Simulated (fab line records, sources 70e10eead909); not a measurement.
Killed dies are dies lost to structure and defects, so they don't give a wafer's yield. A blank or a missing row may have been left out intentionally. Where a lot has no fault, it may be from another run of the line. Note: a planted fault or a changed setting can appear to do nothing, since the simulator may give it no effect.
Which of the tools did it?    flow nand_harc    Sampling: 14 lots, 42 wafers, 5 of 1302 route steps

## WHAT EACH GAUGE READ, for each wafer
NHARC_A_ONON_D2_THK_MEAS_02: measures by ellipsometry.
lot   measured      on             thk_nm (nm)
L320  day 12 04:40  film_metro-01  999 999 1000
L323  day 13 10:34  film_metro-01  1007 1006 1006
L322  day 13 19:28  film_metro-01  1000 1000 998
L327  day 14 20:55  film_metro-01  995 994 995
L326  day 14 20:50  film_metro-02  1008 1006 1004
L332  day 18 02:52  film_metro-02  1039 1039 1039
L335  day 18 14:10  film_metro-02  1010 1010 1011
L334  day 18 14:29  film_metro-02  1053 1055 1053
L337  day 19 13:41  film_metro-01  1002 1003 1001
L340  day 20 13:29  film_metro-01  999 996 998
L339  day 20 13:31  film_metro-02  984 983 985
L341  day 21 09:59  film_metro-01  996 997 998
L342  day 22 02:55  film_metro-02  1009 1009 1008
L343  day 22 12:50  film_metro-01  992 991 990

NHARC_A_ONON_D2_THK_MEAS_14: measures by ellipsometry.
lot   measured      on             thk_nm (nm)
L320  day 12 07:09  film_metro-02  1007 1008 1006
L323  day 13 12:50  film_metro-02  1012 1010 1012
L322  day 13 21:44  film_metro-01  1019 1018 1016
L327  day 14 23:11  film_metro-01  1000 1001 999
L326  day 14 23:05  film_metro-02  1014 1013 1013
L332  day 18 05:08  film_metro-02  1013 1012 1012
L335  day 18 16:28  film_metro-02  1013 1014 1015
L334  day 18 16:44  film_metro-02  1010 1009 1009
L337  day 19 15:58  film_metro-02  1005 1005 1004
L340  day 20 15:45  film_metro-01  1005 1005 1006
L339  day 20 15:47  film_metro-02  999 998 1000
L341  day 21 12:14  film_metro-01  1000 1001 1000
L342  day 22 05:11  film_metro-02  1014 1015 1012
L343  day 22 15:07  film_metro-02  1000 1000 1000

## WHICH TOOL RAN EACH LOT (tool, then ch and the chambers of the sampled wafers, then the start)
lot   NHARC_A_DECK1_JOINT_CMP_13     NHARC_A_DECK1_JOINT_DEP_16       NHARC_A_ONON_D2_DEP_00
L320  cmp-01 ch 0,1, day 11 04:14    pecvd-03 ch 0,2, day 12 03:48    pecvd_onon-03 ch 0, day 12 04:09
L323  cmp-01 ch 0,2,3, day 12 12:07  pecvd-03 ch 0,1, day 13 09:44    pecvd_onon-03 ch 0, day 13 10:04
L322  cmp-04 ch 0,1,2, day 12 16:33  pecvd-02 ch 0,1,2, day 13 18:38  pecvd_onon-04 ch 0, day 13 18:58
L327  cmp-04 ch 1,3, day 13 17:29    pecvd-04 ch 1,2, day 14 20:01    pecvd_onon-03 ch 0, day 14 20:31
L326  cmp-02 ch 0,3, day 13 17:31    pecvd-03 ch 0,1,2, day 14 19:58  pecvd_onon-04 ch 0, day 14 20:26
L332  cmp-04 ch 0,2,3, day 16 18:38  pecvd-03 ch 0,2, day 18 01:58    pecvd_onon-04 ch 0, day 18 02:21
L335  cmp-01 ch 0,1, day 17 14:32    pecvd-02 ch 0,2, day 18 13:16    pecvd_onon-01 ch 0, day 18 13:39
L334  cmp-02 ch 0,1,2, day 17 14:37  pecvd-04 ch 0,2, day 18 13:29    pecvd_onon-04 ch 0, day 18 13:58
L337  cmp-04 ch 0,1,2, day 18 12:27  pecvd-02 ch 0,1, day 19 12:49    pecvd_onon-03 ch 0, day 19 13:10
L340  cmp-04 ch 1,2,3, day 19 15:01  pecvd-03 ch 0,1,2, day 20 12:36  pecvd_onon-03 ch 0, day 20 13:02
L339  cmp-02 ch 0,1,2, day 19 15:02  pecvd-02 ch 0,1, day 20 12:37    pecvd_onon-01 ch 0, day 20 13:04
L341  cmp-02 ch 0,1,2, day 20 07:35  pecvd-04 ch 0,1,2, day 21 09:05  pecvd_onon-03 ch 0, day 21 09:28
L342  cmp-02 ch 0,1,2, day 21 00:36  pecvd-03 ch 0,2, day 22 01:56    pecvd_onon-04 ch 0, day 22 02:24
L343  cmp-01 ch 0,2,3, day 21 09:35  pecvd-02 ch 0,2, day 22 11:58    pecvd_onon-03 ch 0, day 22 12:23
- NHARC_A_DECK1_JOINT_CMP_13: polishes, target thk 51.023 nm.
- NHARC_A_DECK1_JOINT_DEP_16: deposits SiO2, target thk 45 nm.
- NHARC_A_ONON_D2_DEP_00: target thk 1000 nm.

## AS READ BY THE TOOLS THEMSELVES (means over the sampled wafers that have a number; for cases with no such wafer, the mark the record gives instead)
NHARC_A_DECK1_JOINT_CMP_13.
lot   tool    motor_current_A (A)  retaining_ring_pressure_frac  time_to_endpoint_s (s)
L320  cmp-01  11.9                 1.003                         12.1
L323  cmp-01  13.4                 1.003                         10.1
L322  cmp-04  12.1                 1.002                         9.2
L327  cmp-04  12.0                 1.002                         12.3
L326  cmp-02  12.2                 1.002                         8.2
L332  cmp-04  11.2                 1.002                         11.0
L335  cmp-01  11.8                 0.997                         10.6
L334  cmp-02  11.3                 1.003                         11.4
L337  cmp-04  12.1                 1.000                         11.5
L340  cmp-04  11.8                 1.003                         10.2
L339  cmp-02  11.4                 0.999                         12.8
L341  cmp-02  11.2                 1.003                         11.1
L342  cmp-02  11.2                 1.002                         10.8
L343  cmp-01  13.1                 1.003                         7.4

NHARC_A_DECK1_JOINT_DEP_16.
lot   tool      chamber_pressure_Torr (Torr)  heater_power_outer_w (W)  heater_power_w (W)  throttle_valve_pct (%)
L320  pecvd-03  6.501                         264                       500                 15.7
L323  pecvd-03  6.496                         272                       510                 15.8
L322  pecvd-02  6.490                         305                       557                 16.3
L327  pecvd-04  6.501                         287                       517                 16.0
L326  pecvd-03  6.502                         307                       548                 16.0
L332  pecvd-03  6.499                         280                       538                 16.1
L335  pecvd-02  6.498                         271                       495                 15.8
L334  pecvd-04  6.493                         301                       501                 16.4
L337  pecvd-02  6.510                         308                       587                 16.1
L340  pecvd-03  6.504                         331                       591                 16.3
L339  pecvd-02  6.501                         271                       526                 16.2
L341  pecvd-04  6.501                         363                       643                 16.3
L342  pecvd-03  6.497                         269                       525                 16.1
L343  pecvd-02  6.501                         307                       573                 16.3

## THE ANSWER, worked out from the rows above alone
Rule: the lots themselves supply what counts as usual. The widest of any qualifying gaps counts: lots, ordered by their means at a reading, are off when they make up no more than a third of the lots, leave a main group of 4 or more, and stand apart from it by 3 or more times the standard deviation of that group's means. If all means in a main group match to the digits the tables above print for the reading, that group is not used. Also off: a lot with no number at a reading for which 4 or more lots have one. Any other lot the step has rows for is counted as sound. Order of review: gauges by route order, followed by the tools' own readings, for which a lot's mean as printed above is used. The first step at which some lot is off is used, and at that step the reading that is off furthest; a lot without a number counts as furthest.
Off, at NHARC_A_ONON_D2_THK_MEAS_02 on thk_nm: L332, L334. The main group: mean 1000 nm, standard deviation 7.3.
If a tool, at a process step before that reading, ran all the lots that are off and no sound lot after the first of them, it fits. Those tools and the gauges at NHARC_A_ONON_D2_THK_MEAS_02 are tried in the same way. Of those tried, none fits.

## WHAT WAS PUT IN BY THE SIMULATOR
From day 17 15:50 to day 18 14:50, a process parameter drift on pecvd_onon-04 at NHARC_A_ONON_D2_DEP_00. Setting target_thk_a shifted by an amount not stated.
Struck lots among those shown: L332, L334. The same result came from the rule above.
